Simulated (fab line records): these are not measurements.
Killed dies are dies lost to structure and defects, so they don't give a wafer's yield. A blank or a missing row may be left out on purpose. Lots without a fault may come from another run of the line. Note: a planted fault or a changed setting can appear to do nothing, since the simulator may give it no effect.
Which tool was responsible? | flow n5-finfet | 15 lots with 45 wafers sampled at 4 steps, on a route of 1938 steps

WHAT EACH GAUGE READ, for each wafer
N5_BEOL_M7_THK_MEAS_01. Usual: M7_ILD_THK typically reads 153.6 nm, with standard deviation 2.
lot  | measured     | on            | M7_ILD_THK (nm)   | flag
L274 | day 9 13:40  | film-metro-02 | 151.4 155.7 154.3 |
L273 | day 9 15:02  | film-metro-02 | 151.7 154.9 153.2 |
L272 | day 10 00:52 | film-metro-02 | 149.3 157.5 151.5 |
L275 | day 10 06:13 | film-metro-02 | 154.6 156.1 155.9 |
L277 | day 11 06:24 | film-metro-02 | 155.4 152.0 151.6 |
L276 | day 11 06:52 | film-metro-01 | 153.8 151.1 155.7 |
L279 | day 11 07:58 | film-metro-02 | 153.6 154.7 154.9 |
L281 | day 12 13:53 | film-metro-02 | 151.8 151.2 152.9 |
L285 | day 12 19:04 | film-metro-01 | 153.9 151.5 156.5 |
L286 | day 12 23:05 | film-metro-02 | 154.5 152.2 157.6 |
L283 | day 12 22:17 | film-metro-01 | 153.0 155.7 155.6 |
L289 | day 14 00:01 | film-metro-01 | 150.0 157.0 153.0 |
L290 | day 14 06:41 | film-metro-01 | 151.4 154.7 153.3 |
L292 | day 15 06:04 | film-metro-02 | 152.8 155.9 154.5 |
L291 | day 15 08:20 | film-metro-02 | 154.7 155.9 156.0 |

N5_BEOL_M7_OVL_MEAS_12. Usual: M7_OVL typically reads -0.5 nm, with standard deviation 0.86.
lot  | measured     | on         | M7_OVL (nm)    | flag
L274 | day 9 14:19  | overlay-02 | 0.5 -0.9 -0.2  |
L273 | day 9 17:12  | overlay-01 | -0.5 -0.8 -1.2 |
L272 | day 10 03:40 | overlay-02 | -1.7 -1.4 -0.9 |
L275 | day 10 07:37 | overlay-02 | -0.1 -0.2 -0.6 |
L277 | day 11 08:23 | overlay-01 | -1.9 -2.3 -1.4 |
L276 | day 11 08:33 | overlay-02 | 0.5 -0.2 0.3   |
L279 | day 11 08:43 | overlay-01 | 1.9 1.0 1.8    |
L281 | day 12 15:27 | overlay-02 | 0.5 0.1 0.2    |
L285 | day 12 20:23 | overlay-01 | - - -          | OFF
L286 | day 12 23:49 | overlay-02 | - - -          | OFF
L283 | day 12 23:36 | overlay-01 | - - -          | OFF
L289 | day 14 04:34 | overlay-02 | -1.2 0.4 -0.3  |
L290 | day 14 08:13 | overlay-01 | 0.3 0.7 0.2    |
L292 | day 15 07:53 | overlay-02 | -0.2 -0.6 -0.8 |
L291 | day 15 09:11 | overlay-02 | -0.2 -0.4 -0.4 |

WHAT TOOL EACH LOT RAN ON (gives the tool, then ch and the chambers of the sampled wafers, and finally the start)
lot  | N5_BEOL_M6_SPUTTER_48        | N5_BEOL_M7_DEVELOP_10
L274 | pvd-sputter-01, day 9 11:22  | litho-track-03 ch 0, day 9 14:13
L273 | pvd-sputter-03, day 9 13:22  | litho-track-05 ch 0, day 9 17:07
L272 | pvd-sputter-02, day 9 23:16  | litho-track-05 ch 0, day 10 03:34
L275 | pvd-sputter-03, day 10 04:38 | litho-track-01 ch 0, day 10 07:32
L277 | pvd-sputter-03, day 11 04:50 | litho-track-01 ch 0, day 11 08:17
L276 | pvd-sputter-01, day 11 05:05 | litho-track-03 ch 0, day 11 08:28
L279 | pvd-sputter-01, day 11 05:38 | litho-track-01 ch 0, day 11 08:38
L281 | pvd-sputter-03, day 12 11:57 | litho-track-03 ch 0, day 12 15:22
L285 | pvd-sputter-02, day 12 16:40 | litho-track-03, day 12 20:17
L286 | pvd-sputter-03, day 12 19:31 | litho-track-05, day 12 23:44
L283 | pvd-sputter-01, day 12 20:04 | litho-track-03, day 12 23:31
L289 | pvd-sputter-01, day 13 21:41 | litho-track-03 ch 0, day 14 04:29
L290 | pvd-sputter-02, day 14 05:04 | litho-track-01 ch 0, day 14 08:08
L292 | pvd-sputter-03, day 15 04:28 | litho-track-01 ch 0, day 15 07:47
L291 | pvd-sputter-02, day 15 06:33 | litho-track-05 ch 0, day 15 09:06
- N5_BEOL_M6_SPUTTER_48: material Cu, target thk 10 nm, time 1.667 s.
- N5_BEOL_M7_DEVELOP_10: develop time 30 s.

WHAT THE TOOLS THEMSELVES READ (means of the sampled wafers that have a number; where no wafer has one, the mark that the record gives instead)
N5_BEOL_M6_SPUTTER_48. Usual: throttle-valve-pct 29.7 %, standard deviation 1.2.
lot  | tool           | throttle-valve-pct (%) | flag
L274 | pvd-sputter-01 | 29.1                   |
L273 | pvd-sputter-03 | 29.6                   |
L272 | pvd-sputter-02 | 30.4                   |
L275 | pvd-sputter-03 | 30.5                   |
L277 | pvd-sputter-03 | 28.8                   |
L276 | pvd-sputter-01 | 29.1                   |
L279 | pvd-sputter-01 | 28.0                   |
L281 | pvd-sputter-03 | 29.4                   |
L285 | pvd-sputter-02 | 30.2                   |
L286 | pvd-sputter-03 | 30.1                   |
L283 | pvd-sputter-01 | 28.9                   |
L289 | pvd-sputter-01 | 30.2                   |
L290 | pvd-sputter-02 | 30.3                   |
L292 | pvd-sputter-03 | 29.1                   |
L291 | pvd-sputter-02 | 30.0                   |

N5_BEOL_M7_DEVELOP_10. Usual: chill-plate-temp-C 22.99 C, standard deviation 0.11; resist-line-temp-C 23.00 C, standard deviation 0.11.
lot  | tool           | chill-plate-temp-C (C) | resist-line-temp-C (C) | flag
L274 | litho-track-03 | 22.96                  | 22.96                  |
L273 | litho-track-05 | 22.92                  | 23.23                  |
L272 | litho-track-05 | 23.05                  | 22.93                  |
L275 | litho-track-01 | 22.99                  | 22.99                  |
L277 | litho-track-01 | 23.12                  | 23.08                  |
L276 | litho-track-03 | 23.07                  | 23.03                  |
L279 | litho-track-01 | 22.85                  | 22.81                  |
L281 | litho-track-03 | 22.94                  | 22.97                  |
L285 | litho-track-03 | -                      | -                      | OFF
L286 | litho-track-05 | -                      | -                      | OFF
L283 | litho-track-03 | -                      | -                      | OFF
L289 | litho-track-03 | 23.05                  | 23.03                  |
L290 | litho-track-01 | 23.01                  | 22.95                  |
L292 | litho-track-01 | 22.89                  | 22.95                  |
L291 | litho-track-05 | 22.88                  | 23.05                  |

THE ANSWER, worked out from the rows above alone
Rule: a lot counts as off when the mean over its wafers that have a number is more than 3 standard deviations away from the usual mean. A lot without any number at a reading at which 4 lots or more have one is off too. All remaining lots with rows at the step are treated as sound. The gauges are gone through in route order, then the tools' own readings, and for those a lot's mean is taken as printed above. The first step at which some lot is off is used, and at that step the reading that is off furthest; a lot without a number counts as furthest.
Off: L285, L286, L283, seen at N5_BEOL_M7_OVL_MEAS_12 (M7_OVL). Without a number there: L285, L286, L283.
If a tool, at a process step before that reading, ran all the lots that are off and no sound lot after the first of them, it fits. The gauges at N5_BEOL_M7_OVL_MEAS_12 aren't tried: what is off there is off at N5_BEOL_M7_DEVELOP_10 too, on other tools, and a gauge's error can't cause that. Of those tried, none fits.

WHAT THE SIMULATOR HAD INSERTED
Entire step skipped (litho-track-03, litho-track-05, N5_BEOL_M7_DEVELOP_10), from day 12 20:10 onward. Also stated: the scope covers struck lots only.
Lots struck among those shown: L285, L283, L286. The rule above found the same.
